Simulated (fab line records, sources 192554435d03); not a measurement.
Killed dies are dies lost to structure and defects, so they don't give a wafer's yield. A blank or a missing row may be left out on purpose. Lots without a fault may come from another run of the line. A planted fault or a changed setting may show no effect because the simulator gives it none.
fab line records | flow n5_finfet
record lots=7 wafers=19 last_day=17
route steps=1938 shown MOL_CONTACT_COAG@597 BEOL_M4@1111 PASSIVATION@1936
lots that met no fault: from a run of the same line without faults
start_h: hours from the record's first day to the start of the lot's first wafer shown | wait_h: hours since the lot's step before | " the same as in the row above | L1.1+2: a row that stands for several wafers | - no value, or no start given | * or withheld: withheld | < > ~ a bound
route shown NAME@n: a module of which the file shows steps, and the number in the route of the first | usual: mean/standard deviation of fault-free wafers | same: alike in all rows | chamber/n: place in a boat | sites: the reading at each site | _std_site: their standard deviation | _edge_site: outer sites' mean less inner sites' | radius_mm: how far each site lies from the wafer's centre | mask NAME#n: copy n | behind: the tool/chamber that last shaped the wafer | hold: why the lot was held/for how many hours/how that ended | device: the transistor (n, p or np) that didn't switch | end of line: the same wafers' tests at the end of the route | a step without rows: its recipe alone | killed: dies lost to structure and defects at the first sort, not the wafer's yield | map: a wafer's dies, x killed, . not, _ none there
set.NAME: the setting as run; set.NAME@STEP: as run at that earlier step | model.NAME: the simulator's own value behind a step, which no gauge read
lots at some steps of the route; a table a step, a row a wafer
services: from which hour (start_h, from the record's first day; less than 0 if before it) a tool's chamber was out of use, for how many hours, and why
## steps
# step N5_MOL_CONTACT_COAG_EBR_36
# recipe solvent=PGMEA ebr_width_mm=1.5
# step N5_MOL_CONTACT_COAG_SOFTBAKE_35
# recipe temp_c=110 time_s=60 resist=CAR-EUV
# step N5_MOL_CONTACT_COAG_EXPOSE_37
# recipe mask_id=VD na=0.33 source_shape=annular sigma_inner=0.3 sigma_outer=0.7 polarization=unpolarized defocus_nm=0 dose_mj=62
# step N5_MOL_CONTACT_COAG_PEB_38
# recipe peb_temp_c=100 peb_time_s=60 resist=CAR-EUV
# step N5_MOL_CONTACT_COAG_DEVELOP_39
# recipe develop_time_s=30 developer=TMAH resist=CAR-EUV rinse_liquid=surfactant_rinse dry=air_spin dev_temp_c=23
# step N5_MOL_CONTACT_COAG_CD_MEAS_40
# recipe target_cd_nm=25.1 landing_energy_ev=500 detector=se_inlens polarity=opening
# usual cd_nm=25.16/0.25
# columns lot.wafer tool chamber start_h wait_h cd_nm
L823.1 cd_sem-01 0 106.10 - 24.82
L823.2 " 0 " " 25.33
L823.3 " 0 " " 24.80
L827.1 cd_sem-01 0 133.57 - 24.97
L827.2 " 0 " " 25.42
L827.6 " 0 " " 25.49
L829.2 cd_sem-03 0 143.94 - 24.91
L829.5 " 0 " " 25.02
L829.6 " 0 " " 25.09
L830.1 cd_sem-03 0 164.92 - 25.47
L830.3 " 0 " " 25.18
L830.5 " 0 " " 25.11
L837.3 cd_sem-01 0 186.91 - 25.33
L837.4 " 0 " " 25.50
L837.5 " 0 " " 24.77
L839.3 cd_sem-02 0 197.03 - 25.24
L839.5 " 0 " " 25.43
L843.3 cd_sem-03 0 224.09 - 25.16
L843.4 " 0 " " 24.87
# step N5_MOL_CONTACT_COAG_OVL_MEAS_41
# recipe points_per_wafer=522
# usual VD_OVL=-0.2/0.72
# columns lot.wafer tool chamber start_h wait_h VD_OVL[nm]
L823.1 overlay-01 0 106.13 0.0 -0.3
L823.2 " 0 " " -0.1
L823.3 " 0 " " 0.2
L827.1 overlay-01 0 133.60 0.0 -1.1
L827.2 " 0 " " 0.0
L827.6 " 0 " " -0.3
L829.2 overlay-02 0 143.97 0.0 -1.0
L829.5 " 0 " " -0.7
L829.6 " 0 " " -1.0
L830.1 overlay-01 0 164.95 0.0 -0.6
L830.3 " 0 " " 0.4
L830.5 " 0 " " -0.2
L837.3 overlay-01 0 186.95 0.0 0.2
L837.4 " 0 " " -0.1
L837.5 " 0 " " 0.1
L839.3 overlay-02 0 197.07 0.0 -0.2
L839.5 " 0 " " -0.9
L843.3 overlay-02 0 224.13 0.0 -0.3
L843.4 " 0 " " -0.7
# step N5_MOL_CONTACT_COAG_INSPECT_42
# recipe mode=adi inspect_instrument=brightfield
# usual raw_defect_count=219/53
# columns lot.wafer tool chamber start_h wait_h raw_defect_count
L823.1 defect_inspect-01 - 106.19 0.1 210
L823.2 " - " " 248
L823.3 " - " " 267
L827.1 defect_inspect-01 - 133.66 0.1 229
L827.2 " - " " 269
L827.6 " - " " 252
L829.2 defect_inspect-01 - 144.02 0.0 208
L829.5 " - " " 251
L829.6 " - " " 191
L830.1 defect_inspect-02 - 165.01 0.1 149
L830.3 " - " " 160
L830.5 " - " " 206
L837.3 defect_inspect-01 - 187.00 0.0 142
L837.4 " - " " 181
L837.5 " - " " 302
L839.3 defect_inspect-02 - 197.12 0.0 227
L839.5 " - " " 213
L843.3 defect_inspect-02 - 224.18 0.0 207
L843.4 " - " " 221
# step N5_MOL_CONTACT_COAG_DESCUM_45
# recipe chemistry=O2 time_s=7 source_power_w=50 bias_power_w=20 pressure_mtorr=20 rf_frequency_hz=2.712e+07 temp_c=40 resist=CAR-EUV o2_flow_sccm=225
# usual drypump_motor_current_A=5.4/0.38 o2_flow_sccm=225.1/0.68 oes_product_au=0.77/0.081 rf_vpp_V=243.8/1.2 showerhead_plenum_p_Torr=2.14/0.059 throttle_valve_pct=20.45/0.15
# columns lot.wafer tool chamber start_h wait_h drypump_motor_current_A o2_flow_sccm oes_product_au rf_hours_counter_h rf_vpp_V showerhead_plenum_p_Torr throttle_valve_pct
L823.1 rie_diel-02 2 106.22 0.0 5.4 226.4 0.72 189 244.7 2.19 20.63
L823.2 " 0 " " 5.2 224.9 0.98 3 244.7 2.24 20.35
L823.3 " 1 " " 5.6 223.4 0.72 172 244.6 2.19 20.66
L827.1 rie_diel-01 2 134.26 0.6 4.8 225.2 0.75 176 242.6 2.07 20.39
L827.2 " 1 " " 6.1 224.7 0.82 72 244.6 2.11 20.29
L827.6 " 2 " " 4.8 224.7 0.74 - 243.9 2.07 20.39
L829.2 rie_diel-02 0 144.50 0.5 5.2 224.7 0.94 18 246.0 2.23 20.38
L829.5 " 3 " " 5.9 224.9 0.77 - 241.7 2.10 20.54
L829.6 " 0 " " 5.2 225.2 0.93 - 244.4 2.23 20.37
L830.1 rie_diel-06 0 165.04 0.0 5.2 224.6 0.78 124 244.0 2.18 20.58
L830.3 " 1 " " 5.6 225.7 0.72 205 244.4 2.18 20.43
L830.5 " 0 " " 5.2 225.0 0.78 - 243.6 2.19 20.57
L837.3 rie_diel-06 2 187.47 0.5 5.0 224.9 0.73 176 245.0 2.17 20.17
L837.4 " 1 " " 5.6 225.4 0.71 214 243.6 2.18 20.44
L837.5 " 0 " " 5.2 226.0 0.78 - 245.1 2.18 20.61
L839.3 rie_diel-06 2 197.15 0.0 5.0 225.5 0.72 179 245.4 2.17 20.19
L839.5 " 3 " " 5.6 224.6 0.92 - 241.9 2.04 20.41
L843.3 rie_diel-01 2 224.21 0.0 4.8 225.0 0.71 210 243.2 2.06 20.44
L843.4 " 1 " " 6.1 225.7 0.79 103 244.3 2.10 20.32
# step N5_MOL_CONTACT_COAG_ETCH_65
# recipe chemistry=N2/H2 target=underlayer target_depth_a=130 mask_material=CAR-EUV time_s=10.4 ion_energy_ev=200 pressure_mtorr=30 source_w=840 bias_w=150 n2_flow_sccm=200 h2_flow_sccm=200 ends=cleared
# usual drypump_motor_current_A=5.4/0.38 etch_rf_on_time_s=10.27/0.28 oes_product_au=0.66/0.072 rf_vpp_V=525.4/1.9 showerhead_plenum_p_Torr=2.59/0.066 throttle_valve_pct=17.89/0.18
# columns lot.wafer tool chamber start_h wait_h drypump_motor_current_A etch_rf_on_time_s oes_product_au rf_hours_counter_h rf_vpp_V showerhead_plenum_p_Torr throttle_valve_pct
L823.1 rie_diel-02 2 106.26 0.0 5.4 10.08 0.63 189 526.5 2.62 17.85
L823.2 " 0 " " 5.2 10.38 0.85 3 528.1 2.72 17.83
L823.3 " 1 " " 5.7 10.55 0.62 172 527.1 2.65 18.16
L827.1 rie_diel-01 2 134.30 0.0 4.8 10.25 0.64 176 522.4 2.54 17.87
L827.2 " 1 " " 6.1 10.20 0.70 72 525.9 2.57 17.79
L827.6 " 2 " " 4.8 10.28 0.63 - 523.8 2.54 17.89
L829.2 rie_diel-02 0 144.53 0.0 5.2 10.41 0.79 18 528.3 2.72 17.87
L829.5 " 3 " " 5.9 10.32 0.65 - 522.7 2.55 17.87
L829.6 " 0 " " 5.2 10.34 0.80 - 529.4 2.72 17.85
L830.1 rie_diel-06 0 165.08 0.0 5.2 10.04 0.67 124 525.2 2.66 18.19
L830.3 " 1 " " 5.6 10.17 0.62 205 525.6 2.61 17.58
L830.5 " 0 " " 5.2 10.07 0.67 - 527.4 2.66 18.21
L837.3 rie_diel-06 2 187.50 0.0 4.9 10.24 0.63 176 525.2 2.63 17.70
L837.4 " 1 " " 5.6 10.27 0.61 214 525.4 2.60 17.60
L837.5 " 0 " " 5.2 9.95 0.67 - 527.6 2.66 18.21
L839.3 rie_diel-06 2 197.19 0.0 4.9 10.34 0.62 179 526.6 2.63 17.71
L839.5 " 3 " " 5.6 9.67 0.82 - 522.6 2.48 17.81
L843.3 rie_diel-01 2 224.25 0.0 4.8 10.32 0.62 210 524.3 2.52 17.94
L843.4 " 1 " " 6.2 10.13 0.68 103 523.7 2.56 17.86
# step N5_MOL_CONTACT_COAG_ETCH_66
# recipe chemistry=CF4 target=SiARC target_depth_a=130 mask_material=CAR-EUV time_s=21.7 ion_energy_ev=80 pressure_mtorr=40 source_w=545 bias_w=36 Ar_flow_sccm=100 cf4_flow_sccm=100 ends=cleared
# usual cf4_flow_sccm=100.0/0.34 drypump_motor_current_A=5.4/0.38 etch_rf_on_time_s=21.4/0.55 oes_product_au=0.66/0.072 rf_vpp_V=184.6/1.1 showerhead_plenum_p_Torr=2.19/0.053 throttle_valve_pct=15.65/0.13
# columns lot.wafer tool chamber start_h wait_h cf4_flow_sccm drypump_motor_current_A etch_rf_on_time_s oes_product_au rf_hours_counter_h rf_vpp_V showerhead_plenum_p_Torr throttle_valve_pct
L823.1 rie_diel-02 2 106.28 0.0 100.3 5.4 21.3 0.63 189 183.7 2.22 15.75
L823.2 " 0 " " 99.8 5.2 21.6 0.84 3 185.1 2.28 15.51
L823.3 " 1 " " 100.7 5.7 22.3 0.62 172 184.8 2.23 15.78
L827.1 rie_diel-01 2 134.32 0.0 100.2 4.8 21.6 0.63 176 184.3 2.14 15.67
L827.2 " 1 " " 100.0 6.1 21.2 0.71 72 185.7 2.16 15.47
L827.6 " 2 " " 99.7 4.8 21.8 0.63 - 184.4 2.14 15.65
L829.2 rie_diel-02 0 144.55 0.0 100.0 5.2 21.8 0.78 18 185.2 2.28 15.53
L829.5 " 3 " " 99.5 5.8 21.6 0.65 - 184.4 2.15 15.71
L829.6 " 0 " " 100.3 5.2 21.6 0.79 - 185.2 2.28 15.54
L830.1 rie_diel-06 0 165.10 0.0 100.0 5.2 21.2 0.67 124 184.8 2.24 15.81
L830.3 " 1 " " 99.4 5.6 21.5 0.61 205 184.3 2.22 15.56
L830.5 " 0 " " 100.0 5.2 21.3 0.67 - 186.3 2.24 15.81
L837.3 rie_diel-06 2 187.52 0.0 100.1 4.9 21.5 0.62 176 185.4 2.22 15.44
L837.4 " 1 " " 99.1 5.6 21.1 0.62 214 185.6 2.21 15.60
L837.5 " 0 " " 99.9 5.2 20.9 0.67 - 186.0 2.24 15.84
L839.3 rie_diel-06 2 197.21 0.0 100.2 4.9 21.7 0.62 179 183.9 2.22 15.44
L839.5 " 3 " " 99.6 5.7 20.3 0.81 - 184.2 2.10 15.56
L843.3 rie_diel-01 2 224.27 0.0 99.8 4.8 21.4 0.62 210 184.2 2.12 15.73
L843.4 " 1 " " 100.0 6.1 20.9 0.68 103 183.0 2.15 15.54
# step N5_MOL_CONTACT_COAG_ALD_133
# recipe material=SiO2 target_thk_a=50 temp_c=100 ald_precursor_family=BDEAS ald_co_reactant=O2-plasma pulse_time_s=1 co_reactant_pulse_time_s=1 purge_time_s=2 co_reactant_purge_time_s=2 ald_cycles=35 pressure_torr=2
# usual heater_power_w=75/7.1 precursor_pulse_height_rel=0.997/0.02
# columns lot.wafer tool chamber start_h wait_h heater_power_w precursor_pulse_height_rel
L823.1 ald_sin-04 3 106.36 0.1 78 1.003
L823.2 " 2 " " 75 0.991
L823.3 " 1 " " 85 1.003
L827.1 ald_sin-02 3 134.40 0.1 70 0.998
L827.2 " 0 " " 65 0.987
L827.6 " 1 " " 89 0.984
L829.2 ald_sin-02 1 144.63 0.1 90 1.017
L829.5 " 0 " " 66 1.035
L829.6 " 1 " " 90 1.029
L830.1 ald_sin-02 0 165.18 0.1 67 0.980
L830.3 " 1 " " 86 0.982
L830.5 " 2 " " 68 1.010
L837.3 ald_sin-04 1 187.60 0.1 83 0.973
L837.4 " 3 " " 79 1.010
L837.5 " 1 " " 83 1.018
L839.3 ald_sin-02 3 197.39 0.2 70 0.990
L839.5 " 2 " " 74 0.975
L843.3 ald_sin-02 1 224.35 0.1 87 1.002
L843.4 " 2 " " 74 0.974
# step N5_MOL_CONTACT_COAG_ETCHBACK_134
# recipe chemistry=CHF3 target=SiO2 target_depth_a=100 time_s=6.7 ion_energy_ev=200 pressure_mtorr=30 source_w=610 bias_w=170 Ar_flow_sccm=200 CHF3_flow_sccm=50
# usual CHF3_flow_sccm=50.00/0.16 drypump_motor_current_A=5.5/0.41 oes_product_au=0.77/0.078 rf_vpp_V=522/11 showerhead_plenum_p_Torr=2.42/0.054 throttle_valve_pct=18.74/0.12
# columns lot.wafer tool chamber start_h wait_h CHF3_flow_sccm drypump_motor_current_A oes_product_au rf_hours_counter_h rf_vpp_V showerhead_plenum_p_Torr throttle_valve_pct model.CAR-EUV_of_MOL_CONTACT_COAG_COAT_34.thk_nm
L823.1 rie_diel-01 1 106.64 0.2 49.82 6.1 0.83 62 510 2.40 18.58 15.4
L823.2 " 3 " " 50.00 5.2 0.74 189 526 2.37 18.65 15.2
L823.3 " 2 " " 50.11 4.8 0.75 167 533 2.39 18.81 15.4
L827.1 rie_diel-01 1 134.67 0.2 49.87 6.1 0.81 72 509 2.40 18.59 15.8
L827.2 " 2 " " 49.70 4.8 0.75 176 533 2.38 18.82 15.4
L827.6 " 1 " " 50.16 6.1 0.82 - 509 2.40 18.57 15.6
L829.2 rie_diel-02 3 144.81 0.1 50.09 5.9 0.75 123 520 2.39 18.83 15.4
L829.5 " 3 " " 50.00 5.9 0.76 - 520 2.39 18.83 15.4
L829.6 " 2 " " 49.99 5.4 0.72 - 531 2.46 18.81 15.4
L830.1 rie_diel-01 1 165.36 0.1 50.14 6.1 0.81 86 509 2.39 18.59 15.6
L830.3 " 0 " " 49.76 5.6 0.69 228 505 2.47 18.67 15.6
L830.5 " 3 " " 50.03 5.2 0.72 - 525 2.36 18.67 15.8
L837.3 rie_diel-01 0 187.78 0.1 49.90 5.6 0.87 237 503 2.46 18.72 14.8
L837.4 " 1 " " 50.01 6.1 1.03 94 511 2.39 18.64 14.6
L837.5 " 0 " " 50.02 5.6 0.69 - 504 2.46 18.68 15.6
L839.3 rie_diel-01 3 197.91 0.4 50.12 5.2 0.90 224 526 2.36 18.71 15.2
L839.5 " 1 " " 50.10 6.1 0.80 - 509 2.39 18.63 15.6
L843.3 rie_diel-01 3 224.52 0.1 50.06 5.2 0.90 233 525 2.36 18.75 15
L843.4 " 0 " " 50.03 5.6 0.85 249 503 2.46 18.73 14.8
# step N5_MOL_CONTACT_COAG_ETCH_67
# recipe chemistry=N2/H2 target=SOC target_depth_a=600 overetch_a=210 mask_material=SiARC temp_c=40 time_s=101.2 ion_energy_ev=200 pressure_mtorr=30 source_w=840 bias_w=150 n2_flow_sccm=200 h2_flow_sccm=200
# usual drypump_motor_current_A=5.5/0.41 oes_product_au=0.64/0.062 rf_vpp_V=525.0/1.9 showerhead_plenum_p_Torr=2.58/0.064 throttle_valve_pct=17.86/0.14
# columns lot.wafer tool chamber start_h wait_h drypump_motor_current_A oes_product_au rf_hours_counter_h rf_vpp_V showerhead_plenum_p_Torr throttle_valve_pct
L823.1 rie_diel-01 1 106.68 0.0 6.1 0.69 62 525.9 2.58 17.76
L823.2 " 3 " " 5.2 0.62 189 523.3 2.53 17.76
L823.3 " 2 " " 4.8 0.63 167 523.6 2.54 17.82
L827.1 rie_diel-01 1 134.71 0.0 6.1 0.68 72 525.9 2.57 17.77
L827.2 " 2 " " 4.8 0.61 176 523.4 2.54 17.85
L827.6 " 1 " " 6.1 0.68 - 523.2 2.57 17.76
L829.2 rie_diel-02 3 144.85 0.0 5.9 0.64 123 523.3 2.55 17.84
L829.5 " 3 " " 5.9 0.63 - 524.5 2.55 17.85
L829.6 " 2 " " 5.5 0.60 - 525.8 2.62 17.84
L830.1 rie_diel-01 1 165.39 0.0 6.1 0.66 86 524.6 2.57 17.80
L830.3 " 0 " " 5.6 0.58 228 527.2 2.62 17.76
L830.5 " 3 " " 5.2 0.61 - 521.7 2.52 17.81
L837.3 rie_diel-01 0 187.81 0.0 5.6 0.57 237 526.8 2.62 17.79
L837.4 " 1 " " 6.1 0.66 94 524.7 2.56 17.82
L837.5 " 0 " " 5.6 0.56 - 528.2 2.62 17.78
L839.3 rie_diel-01 3 197.94 0.0 5.2 0.60 224 522.1 2.51 17.82
L839.5 " 1 " " 6.1 0.66 - 522.7 2.56 17.81
L843.3 rie_diel-01 3 224.56 0.0 5.3 0.59 233 523.6 2.51 17.83
L843.4 " 0 " " 5.6 0.57 249 525.7 2.61 17.80
# step N5_BEOL_M4_RC_MEAS_101
# usual DIBL_N=36.1/1.6 DIBL_P=36.6/1.9 IOFF_N=0.160/0.026 IOFF_P=0.210/0.028 ION_N=677/10 ION_P=464/6.9 SS_N=71.4/0.56 SS_P=73.3/0.61 VT_N=249.1/2.6 VT_P=-250/3.3
# columns lot.wafer tool chamber start_h wait_h DIBL_N[mV/V] DIBL_P[mV/V] IOFF_N[nA/um] IOFF_P[nA/um] ION_N[uA/um] ION_P[uA/um] SS_N[mV/dec] SS_P[mV/dec] VT_N[mV] VT_P[mV]
L823.1 prober-01 0 166.96 0.0 35.7 35.1 0.139 0.177 684 463 71.3 73.0 250.4 -254
L823.2 " 0 " " 37.2 36.4 0.151 0.194 674 462 72.0 74.1 252.9 -252
L823.3 " 0 " " 36.8 37.1 0.149 0.190 676 453 72.1 73.3 250.9 -253
L827.1 prober-02 0 207.24 0.0 37.1 38.1 0.194 0.234 690 470 72.0 74.2 245.6 -250
L827.2 " 0 " " 35.8 36.7 0.175 0.219 687 469 70.6 73.1 245.6 -247
L827.6 " 0 " " 33.8 34.5 0.130 0.179 667 457 70.1 72.9 254.0 -253
L829.2 prober-01 0 215.95 0.2 36.8 36.8 0.146 0.172 684 458 71.1 72.7 248.3 -256
L829.5 " 0 " " 37.4 38.4 0.175 0.200 682 462 72.0 73.0 248.9 -253
L829.6 " 0 " " 37.0 37.8 0.153 0.184 669 458 71.3 73.0 249.1 -255
L830.1 prober-02 0 231.09 0.3 34.6 34.7 0.146 0.215 677 470 71.2 72.9 247.1 -247
L830.3 " 0 " " 33.6 33.3 0.128 0.196 658 463 71.4 72.8 251.7 -249
L830.5 " 0 " " 36.2 36.3 0.173 0.241 684 471 71.7 73.3 247.5 -246
L837.3 prober-02 0 262.79 0.3 36.9 36.2 0.176 0.242 684 472 71.2 73.8 245.4 -244
L837.4 " 0 " " 37.8 37.0 0.184 0.249 697 480 71.1 73.4 247.3 -246
L837.5 " 0 " " 35.5 34.0 0.146 0.206 664 463 70.4 73.0 249.8 -248
L839.3 prober-02 0 278.23 0.3 37.8 38.9 0.185 0.232 696 469 72.4 73.8 248.4 -251
L839.5 " 0 " " 36.5 36.5 0.155 0.205 683 466 71.0 73.3 250.9 -249
L843.3 prober-02 0 291.70 0.3 35.4 36.0 0.153 0.218 675 460 71.1 73.7 248.0 -249
L843.4 " 0 " " 36.0 37.6 0.174 0.250 682 475 71.4 73.5 246.0 -245
# step N5_PASSIVATION_PROBE_49
# usual defect_limited_yield=91.3/1.5 killed_at_M0_to_M3=34/10 killed_at_M4_up=13/4.9 killed_at_contacts=13/6.1 killed_at_front_end=39/13 killed_at_other=4.1/2.7 killed_dies=103/18 killed_open=68/13 killed_short=32/7.6 sort_bin_5_function=5.2/1 sort_bin_6_memory=3.2/0.75 sort_n_pass=1077/18 sort_yield_pct=91.3/1.5
# same gross_dies=1180 killed_at_back_side=0 sort_bin_4_leakage[%]=0 sort_bin_8_speed[%]=0
# columns lot.wafer tool chamber start_h wait_h defect_limited_yield[%] killed_at_M0_to_M3 killed_at_M4_up killed_at_contacts killed_at_front_end killed_at_other killed_dies killed_open killed_short sort_bin_5_function[%] sort_bin_6_memory[%] sort_n_pass sort_yield_pct[%]
L830.1 prober-01 - 339.53 0.0 87.9 42 13 21 61 6 143 99 39 7.5 4.4 1037 87.9
L830.5 prober-01 - 339.73 0.2 90.1 20 7 24 59 7 117 77 35 6.7 2.8 1063 90.1
# killed by level:class
L830.1 STI_FIN_REVEAL:geometric_particle:open=26 MOL_CONTACT_COAG:geometric_particle:open=18 BEOL_M0_SAQP:geometric_particle:short=9 BEOL_M3:geometric_particle:open=9 BEOL_M0_SAQP:geometric_particle:open=6 BEOL_M1:geometric_particle:open=6 STI_FIN_REVEAL:geometric_particle:short=5 DUMMY_GATE:geometric_particle:open=5
L830.5 MOL_CONTACT_COAG:geometric_particle:open=18 FIN_SAQP:geometric_particle:open=13 STI_FIN_REVEAL:geometric_particle:open=10 GATE_CUT:geometric_particle:open=9 MOL_CONTACT_COAG:geometric_particle:short=6 FIN_SAQP:geometric_particle:short=5 DUMMY_GATE:geometric_particle:open=5 GATE_CUT:geometric_particle:short=5
## services
# columns tool chamber start_h hours kind
rie_diel-01 - 85.27 0.6 repair
rie_diel-06 3 86.01 8.5 repair
rie_diel-02 1 87.60 7.7 repair
rie_diel-02 1 101.25 2.7 repair
rie_diel-06 3 105.77 - clean
rie_diel-06 3 105.77 - consumable_replace:focus_ring
rie_diel-06 3 105.77 17.6 scheduled_down
rie_diel-06 3 105.77 17.6 vent_cycle
rie_diel-06 - 127.99 14.6 pm
ald_sin-02 - 176.75 14.0 pm
ald_sin-02 0 176.75 14.0 vent_cycle
ald_sin-02 1 176.75 14.0 vent_cycle
ald_sin-02 2 176.75 14.0 vent_cycle
ald_sin-02 3 176.75 14.0 vent_cycle
ald_sin-04 2 182.34 1.5 repair
ald_sin-02 0 190.75 - clean
ald_sin-02 1 190.75 - clean
ald_sin-02 2 190.75 - clean
ald_sin-02 3 190.75 - clean
rie_diel-01 1 191.40 6.2 repair
rie_diel-06 2 200.16 11.6 repair
## key
first_sign step=N5_MOL_CONTACT_COAG_ETCHBACK_134 reading=oes_product_au direction=up sigmas=1.9 usual=0.77 struck=0.91
effect none on later readings
model_effect step=N5_MOL_CONTACT_COAG_ETCHBACK_134 value=CAR-EUV_of_MOL_CONTACT_COAG_COAT_34.thk_nm without=15.64 struck=14.88
met_at N5_MOL_CONTACT_COAG_ETCHBACK_134
struck_wafers L837.3,L837.4,L839.3,L843.3,L843.4
onset_between 165.36 187.78
fault kind=process_parameter_drift tool=rie_diel-01 chamber=- onset_h=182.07 steps=N5_MOL_CONTACT_COAG_ETCHBACK_134 channel=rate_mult offset=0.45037 shape=step end_h=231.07 scope=struck_wafers_only
